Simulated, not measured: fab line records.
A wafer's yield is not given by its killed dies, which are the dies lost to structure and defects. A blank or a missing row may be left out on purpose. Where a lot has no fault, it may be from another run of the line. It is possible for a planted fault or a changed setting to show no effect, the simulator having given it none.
Chamber matching + flow nand-harc + cmp-03 running NHARC_A_STAIRCASE_CMP_450: 4 sister chambers
The step polishes SiO2, target thk 200 nm. 7 wafers are shown with their chamber, then 9 later ones without.

WAFERS, EACH WITH ITS CHAMBER
| wafer  | chamber | motor-current-A (A) |
|--------|---------|---------------------|
| L084.2 | 1       | 11.1                |
| L084.4 | 2       | 11.5                |
| L084.6 | 2       | 11.8                |
| L086.3 | 1       | 10.1                |
| L087.2 | 0       | 13.3                |
| L087.5 | 0       | 13.9                |
| L087.6 | 3       | 11.0                |

WAFERS MISSING THEIR CHAMBER
| wafer  | motor-current-A (A) |
|--------|---------------------|
| L088.1 | 10.8                |
| L088.4 | 10.8                |
| L088.5 | 10.4                |
| L092.1 | 11.7                |
| L092.3 | 10.9                |
| L092.6 | 11.6                |
| L097.3 | 11.0                |
| L097.4 | 11.7                |
| L097.6 | 10.4                |

WHICH CHAMBER EACH WENT THROUGH
| wafer  | from the rows above          | in truth |
|--------|------------------------------|----------|
| L088.1 | can't be placed: 3 or 1 or 2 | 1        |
| L088.4 | can't be placed: 3 or 1 or 2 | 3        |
| L088.5 | can't be placed: 1 or 3      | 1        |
| L092.1 | can't be placed: 2 or 3      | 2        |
| L092.3 | can't be placed: 3 or 1 or 2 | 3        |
| L092.6 | can't be placed: 2 or 3 or 1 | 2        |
| L097.3 | can't be placed: 3 or 1 or 2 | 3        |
| L097.4 | can't be placed: 2 or 3      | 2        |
| L097.6 | can't be placed: 1 or 3      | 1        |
Correctly placed: 0 of 9. Can't be placed from these rows: 9 (the true chamber is among the candidates in 9). Wrongly placed: 0.
How it was worked out, from the rows above alone: a wafer's distance from a chamber is the root of the sum, over the readings, of the square of ((its reading less the chamber's mean) divided by the reading's scatter). If the next closest chamber is less than 2 further off than the closest, the wafer can't be placed; otherwise it belongs to the closest. The mean given for a chamber averages the wafers shown for that chamber. The scatter: the root of (the sum of the squares of (reading less its chamber's mean) over the shown wafers, divided by (wafers less chambers)).
